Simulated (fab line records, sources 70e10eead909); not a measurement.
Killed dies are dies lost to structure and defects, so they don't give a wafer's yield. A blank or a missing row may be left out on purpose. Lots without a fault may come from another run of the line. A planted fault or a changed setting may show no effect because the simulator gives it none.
fab line records | flow nand_harc
record lots=11 wafers=33 last_day=31
route steps=1302 shown P_ZERO_WELL@14 P_STI@88
lots that met no fault: from a run of the same line without faults
start_h: hours from the record's first day to the start of the lot's first wafer shown | wait_h: hours since the lot's step before | " the same as in the row above | L1.1+2: a row that stands for several wafers | - no value, or no start given | * or withheld: withheld | < > ~ a bound
route shown NAME@n: a module of which the file shows steps, and the number in the route of the first | usual: mean/standard deviation of fault-free wafers | same: alike in all rows | chamber/n: place in a boat | sites: the reading at each site | _std_site: their standard deviation | _edge_site: outer sites' mean less inner sites' | radius_mm: how far each site lies from the wafer's centre | mask NAME#n: copy n | behind: the tool/chamber that last shaped the wafer | hold: why the lot was held/for how many hours/how that ended | device: the transistor (n, p or np) that didn't switch | end of line: the same wafers' tests at the end of the route | a step without rows: its recipe alone | killed: dies lost to structure and defects at the first sort, not the wafer's yield | map: a wafer's dies, x killed, . not, _ none there
set.NAME: the setting as run; set.NAME@STEP: as run at that earlier step | model.NAME: the simulator's own value behind a step, which no gauge read
steps of the route over a sample of lots; a table a step, a row a wafer
services: from which hour (start_h, from the record's first day; less than 0 if before it) a tool's chamber was out of use, for how many hours, and why
## steps
# step NHARC_P_ZERO_WELL_CD_MEAS_11
# recipe target_cd_nm=500 landing_energy_ev=500
# usual cd_nm=500.0/2.1
# same landing_energy_ev=500
# columns lot.wafer tool chamber start_h wait_h cd_nm
L932.2 cd_sem-02 0 21.25 - 500.3
L932.3 " 0 " " 499.1
L932.5 " 0 " " 501.1
L933.1 cd_sem-02 0 31.24 - 502.5
L933.4 " 0 " " 500.3
L933.6 " 0 " " 504.2
L936.2 cd_sem-01 0 61.25 - 501.0
L936.5 " 0 " " 500.8
L936.6 " 0 " " 499.8
L937.3 cd_sem-03 0 71.25 - 499.5
L937.4 " 0 " " 499.9
L937.5 " 0 " " 498.5
L938.2 cd_sem-02 0 81.12 - 499.1
L938.3 " 0 " " 497.7
L938.5 " 0 " " 499.0
L943.3 cd_sem-02 0 131.11 - 502.5
L943.4 " 0 " " 499.2
L943.5 " 0 " " 499.3
L944.3 cd_sem-01 0 141.12 - 500.0
L944.4 " 0 " " 500.6
L944.6 " 0 " " 502.9
L946.1 cd_sem-03 0 161.12 - 498.7
L946.4 " 0 " " 499.5
L946.5 " 0 " " 501.5
L947.1 cd_sem-01 0 171.19 - 499.4
L947.2 " 0 " " 498.4
L947.5 " 0 " " 498.0
L949.2 cd_sem-02 0 191.25 - 495.9
L949.5 " 0 " " 500.5
L949.6 " 0 " " 497.6
L951.2 cd_sem-01 0 211.11 - 498.5
L951.3 " 0 " " 496.7
L951.5 " 0 " " 502.9
# step NHARC_P_ZERO_WELL_DESCUM_13
# recipe time_s=3 o2_flow_sccm=200 ar_flow_sccm=0 bias_power_w=0 chemistry=O2
# usual drypump_motor_current_A=5.9/0.44 oes_product_au=0.999/0.011 rf_vpp_V=57.7/0.92 showerhead_plenum_p_Torr=1.91/0.085 throttle_valve_pct=11.311/0.0092
# columns lot.wafer tool chamber start_h wait_h drypump_motor_current_A oes_product_au rf_hours_counter_h rf_vpp_V showerhead_plenum_p_Torr throttle_valve_pct
L932.2 rie_diel-07 2 21.42 - 5.7 0.999 21 58.8 2.07 11.319
L932.3 " 3 " " 5.6 0.997 22 58.9 1.90 11.304
L932.5 " 0 " " 6.2 0.984 - 57.9 1.85 11.317
L933.1 rie_diel-07 3 31.57 - 5.6 0.990 25 57.6 1.90 11.303
L933.4 " 2 " " 5.7 0.994 25 57.9 2.07 11.289
L933.6 " 0 " " 6.2 0.987 - 57.9 1.85 11.310
L936.2 rie_diel-07 3 61.42 - 5.6 0.996 33 57.8 1.90 11.302
L936.6 " 2 " " 5.7 0.995 - 55.8 2.07 11.308
L936.5 " 3 " " 5.6 0.991 - 56.7 1.90 11.316
L937.3 rie_diel-11 0 73.41 - 6.2 0.981 56 56.8 1.77 11.305
L937.4 " 3 " " 5.9 1.009 60 57.7 1.90 11.325
L937.5 " 1 " " 6.1 0.983 - 56.5 1.80 11.297
L938.2 rie_diel-07 2 81.28 - 5.7 0.992 38 59.8 2.06 11.322
L938.3 " 3 " " 5.6 1.003 38 58.0 1.90 11.317
L938.5 " 1 " " 6.7 1.016 - 58.2 1.83 11.300
L943.3 rie_diel-07 3 131.26 - 5.6 1.004 0 58.6 1.90 11.312
L943.4 " 0 " " 6.2 0.987 0 56.9 1.85 11.318
L943.5 " 3 " " 5.6 1.004 - 57.8 1.90 11.317
L944.4 rie_diel-06 0 141.28 - 6.1 0.989 1 58.2 1.96 11.299
L944.3 " 1 " " 6.2 1.001 1 57.4 1.91 11.313
L944.6 " 0 " " 6.0 0.987 - 58.4 1.96 11.325
L946.1 rie_diel-07 2 161.28 - 5.7 1.003 12 58.1 2.06 11.321
L946.4 " 0 " " 6.2 0.994 11 57.8 1.84 11.326
L946.5 " 1 " " 6.7 1.008 - 56.7 1.82 11.321
L947.1 rie_diel-06 1 171.34 - 6.2 1.009 11 59.4 1.91 11.304
L947.2 " 3 " " 6.0 1.014 9 57.1 1.92 11.297
L947.5 " 2 " " 5.1 0.994 - 58.0 1.93 11.323
L949.2 rie_diel-06 3 191.40 - 6.0 1.001 14 57.1 1.92 11.329
L949.6 " 3 " " 6.0 0.994 - 57.4 1.92 11.305
L949.5 " 0 " " 6.1 0.996 - 58.2 1.96 11.322
L951.3 rie_diel-07 0 211.27 - 6.2 0.980 29 57.7 1.84 11.293
L951.2 " 1 " " 6.6 1.015 24 57.2 1.82 11.310
L951.5 " 3 " " 5.6 0.996 - 57.6 1.89 11.325
# step NHARC_P_ZERO_WELL_EXPOSE_21
# recipe na=0.6 target_cd_nm=720 dose_mj=22.31 mask_id=P_NWELL
# usual exposure_dose_mJ_cm2=22.305/0.025 focus_offset_nm=0.0/0.45
# columns lot.wafer tool chamber start_h wait_h mask exposure_dose_mJ_cm2 focus_offset_nm
L932.2 krf_scanner-03 0 22.31 - P_NWELL#0 22.259 0.1
L932.3 " 0 " " P_NWELL#0 22.296 -0.5
L932.5 " 0 " " P_NWELL#0 22.284 -0.2
L933.1 krf_scanner-03 0 32.64 - P_NWELL#0 22.331 -0.7
L933.4 " 0 " " P_NWELL#0 22.305 -0.4
L933.6 " 0 " " P_NWELL#0 22.319 -1.1
L936.2 krf_scanner-02 0 62.33 - P_NWELL#0 22.275 0.1
L936.5 " 0 " " P_NWELL#0 22.303 -0.3
L936.6 " 0 " " P_NWELL#0 22.315 -0.3
L937.3 krf_scanner-02 0 74.59 - P_NWELL#0 22.282 -0.2
L937.4 " 0 " " P_NWELL#0 22.281 0.4
L937.5 " 0 " " P_NWELL#0 22.282 0.4
L938.2 krf_scanner-02 0 82.18 - P_NWELL#0 22.383 -0.3
L938.3 " 0 " " P_NWELL#0 22.319 0.0
L938.5 " 0 " " P_NWELL#0 22.352 -0.2
L943.3 krf_scanner-03 0 132.31 - P_NWELL#0 22.307 -0.1
L943.4 " 0 " " P_NWELL#0 22.291 -0.2
L943.5 " 0 " " P_NWELL#0 22.320 0.2
L944.3 krf_scanner-02 0 142.37 - P_NWELL#0 22.288 -0.1
L944.4 " 0 " " P_NWELL#0 22.294 0.3
L944.6 " 0 " " P_NWELL#0 22.301 0.6
L946.1 krf_scanner-03 0 162.23 - P_NWELL#0 22.280 -0.8
L946.4 " 0 " " P_NWELL#0 22.279 0.1
L946.5 " 0 " " P_NWELL#0 22.288 -0.5
L947.1 krf_scanner-03 0 172.36 - P_NWELL_R1#0 22.305 0.2
L947.2 " 0 " " P_NWELL_R1#0 22.290 -0.4
L947.5 " 0 " " P_NWELL_R1#0 22.299 0.0
L949.2 krf_scanner-03 0 192.30 - P_NWELL#0 22.304 0.0
L949.5 " 0 " " P_NWELL#0 22.309 -0.1
L949.6 " 0 " " P_NWELL#0 22.281 0.2
L951.2 krf_scanner-01 0 212.33 - P_NWELL#0 22.289 0.5
L951.3 " 0 " " P_NWELL#0 22.285 0.5
L951.5 " 0 " " P_NWELL#0 22.277 -0.2
# step NHARC_P_ZERO_WELL_CD_MEAS_24
# recipe target_cd_nm=720 landing_energy_ev=500
# usual cd_nm=720.7/1.6
# same landing_energy_ev=500
# columns lot.wafer tool chamber start_h wait_h cd_nm
L932.2 cd_sem-02 0 22.46 - 721.2
L932.3 " 0 " " 719.8
L932.5 " 0 " " 720.9
L933.1 cd_sem-01 0 32.80 - 717.9
L933.4 " 0 " " 720.5
L933.6 " 0 " " 720.3
L936.2 cd_sem-03 0 62.48 - 722.3
L936.5 " 0 " " 720.1
L936.6 " 0 " " 720.6
L937.3 cd_sem-02 0 74.74 - 720.3
L937.4 " 0 " " 718.5
L937.5 " 0 " " 720.3
L938.2 cd_sem-03 0 82.34 - 719.7
L938.3 " 0 " " 720.2
L938.5 " 0 " " 719.4
L943.3 cd_sem-03 0 132.47 - 722.3
L943.4 " 0 " " 720.7
L943.5 " 0 " " 722.8
L944.3 cd_sem-01 0 142.52 - 719.8
L944.4 " 0 " " 718.1
L944.6 " 0 " " 719.5
L946.1 cd_sem-03 0 162.38 - 720.8
L946.4 " 0 " " 719.2
L946.5 " 0 " " 721.6
L947.1 cd_sem-03 0 172.51 - 711.7
L947.2 " 0 " " 713.1
L947.5 " 0 " " 714.2
L949.2 cd_sem-03 0 192.46 - 722.1
L949.5 " 0 " " 722.0
L949.6 " 0 " " 722.3
L951.2 cd_sem-01 0 212.48 - 718.8
L951.3 " 0 " " 723.0
L951.5 " 0 " " 720.7
# step NHARC_P_STI_ETCH_42
# recipe target_depth_a=800 overetch_a=240 time_s=61 ion_energy_ev=200 n2_flow_sccm=150 h2_flow_sccm=150 ar_flow_sccm=0 rf_w=400 bias_w=150 chemistry=N2/H2
# usual drypump_motor_current_A=5.8/0.5 oes_product_au=1.005/0.0098 rf_vpp_V=430/3.4 showerhead_plenum_p_Torr=2.04/0.12 throttle_valve_pct=14.171/0.0088
# columns lot.wafer tool chamber start_h wait_h drypump_motor_current_A oes_product_au rf_hours_counter_h rf_vpp_V showerhead_plenum_p_Torr throttle_valve_pct
L932.2 rie_diel-08 3 48.07 0.1 6.7 1.002 1 428 1.91 14.176
L932.3 " 0 " " 5.1 1.010 1 426 1.92 14.157
L932.5 " 0 " " 5.1 1.006 - 427 1.92 14.169
L933.4 rie_diel-08 0 53.79 0.1 5.1 1.011 1 428 1.92 14.178
L933.1 " 3 " " 6.7 1.008 1 427 1.91 14.187
L933.6 " 0 " " 5.1 1.007 - 426 1.92 14.175
L936.2 rie_diel-08 2 85.70 0.1 6.0 1.016 3 434 2.12 14.184
L936.5 " 0 " " 5.1 1.016 - 425 1.92 14.188
L936.6 " 1 " " 6.0 1.011 - 435 2.21 14.163
L937.4 rie_diel-13 1 95.80 0.1 5.6 1.029 7 427 1.90 14.176
L937.3 " 2 " " 5.0 0.986 6 428 1.95 14.165
L937.5 " 2 " " 5.0 0.999 - 428 1.95 14.185
L938.3 rie_diel-08 2 103.72 0.1 6.0 1.017 3 433 2.12 14.174
L938.2 " 3 " " 6.7 1.011 3 428 1.91 14.177
L938.5 " 3 " " 6.7 1.001 - 428 1.91 14.167
L943.3 rie_diel-13 0 154.53 0.1 6.2 0.995 11 435 2.20 14.151
L943.4 " 2 " " 5.0 0.988 - 428 1.95 14.171
L943.5 " 3 " " 5.4 1.012 - 430 1.99 14.171
L944.3 rie_diel-12 0 163.09 0.1 6.0 0.990 7 433 2.11 14.159
L944.4 " 1 " " 5.8 0.982 7 433 2.14 14.175
L944.6 " 2 " " 5.8 0.995 - 433 2.17 14.170
L946.4 rie_diel-08 0 182.18 0.1 5.0 1.032 6 427 1.92 14.176
L946.1 " 2 " " 6.0 1.005 7 434 2.12 14.167
L946.5 " 3 " " 6.7 1.000 - 426 1.91 14.180
L947.1 rie_diel-12 1 192.73 0.1 5.8 0.985 10 435 2.14 14.166
L947.2 " 3 " " 6.1 1.008 7 429 1.94 14.172
L947.5 " 1 " " 5.8 0.984 - 434 2.14 14.181
L949.2 rie_diel-12 0 214.12 0.1 6.1 0.999 12 432 2.11 14.172
L949.5 " 3 " " 6.1 1.000 - 429 1.94 14.179
L949.6 " 0 " " 6.0 1.012 - 432 2.11 14.170
L951.2 rie_diel-12 1 234.95 0.1 5.8 0.979 13 433 2.14 14.167
L951.3 " 3 " " 6.1 1.017 10 427 1.94 14.163
L951.5 " 0 " " 6.1 1.012 - 431 2.11 14.158
## services
# columns tool chamber start_h hours kind
rie_diel-13 - 2.33 0.5 repair
rie_diel-08 - 13.80 9.0 pm
rie_diel-07 0 14.21 3.0 repair
rie_diel-13 2 17.94 11.5 repair
rie_diel-06 0 18.13 10.2 repair
krf_scanner-03 - 52.00 4.0 pm
rie_diel-12 3 57.02 8.7 repair
krf_scanner-03 - 60.75 3.3 repair
rie_diel-13 - 76.07 0.9 repair
krf_scanner-03 - 82.50 0.3 repair
rie_diel-12 - 91.56 9.0 pm
krf_scanner-02 - 94.00 4.0 pm
rie_diel-08 3 114.04 5.4 repair
rie_diel-12 1 115.01 2.6 repair
rie_diel-06 0 117.06 5.7 repair
rie_diel-07 - 117.25 9.0 pm
krf_scanner-02 - 125.69 0.6 repair
rie_diel-07 - 129.42 1.1 repair
rie_diel-06 - 130.22 9.0 pm
krf_scanner-03 - 138.09 1.9 repair
rie_diel-08 - 142.06 0.6 repair
rie_diel-08 - 190.80 9.0 pm
krf_scanner-03 - 224.00 4.0 pm
rie_diel-08 2 224.14 4.1 repair
## key
first_sign step=NHARC_P_ZERO_WELL_EXPOSE_21 reading=mask direction=changed
effect step=NHARC_P_ZERO_WELL_CD_MEAS_24 reading=cd_nm direction=down sigmas=4.7 usual=720.7 struck=713.0
met_at NHARC_P_ZERO_WELL_EXPOSE_21
struck_lots L947
tester_left_out L947
not_acting_at NHARC_P_ZERO_WELL_CD_MEAS_11,NHARC_P_ZERO_WELL_DESCUM_13,NHARC_P_STI_ETCH_42
onset_between 162.23 172.36
fault kind=wrong_mask tool=any chamber=- onset_h=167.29 steps=NHARC_P_ZERO_WELL_EXPOSE_21 aux_copy=P_NWELL_R1#0 cd_offset_nm=-5.7546 scope=struck_lots_only
# tester_left_out: of these lots the tester's yield and bins aren't shown, on N5 and GAA mostly nor the transistor test; their killed dies are dies lost to structure and defects alone, not to doping, threshold or leakage, so they don't give the yield
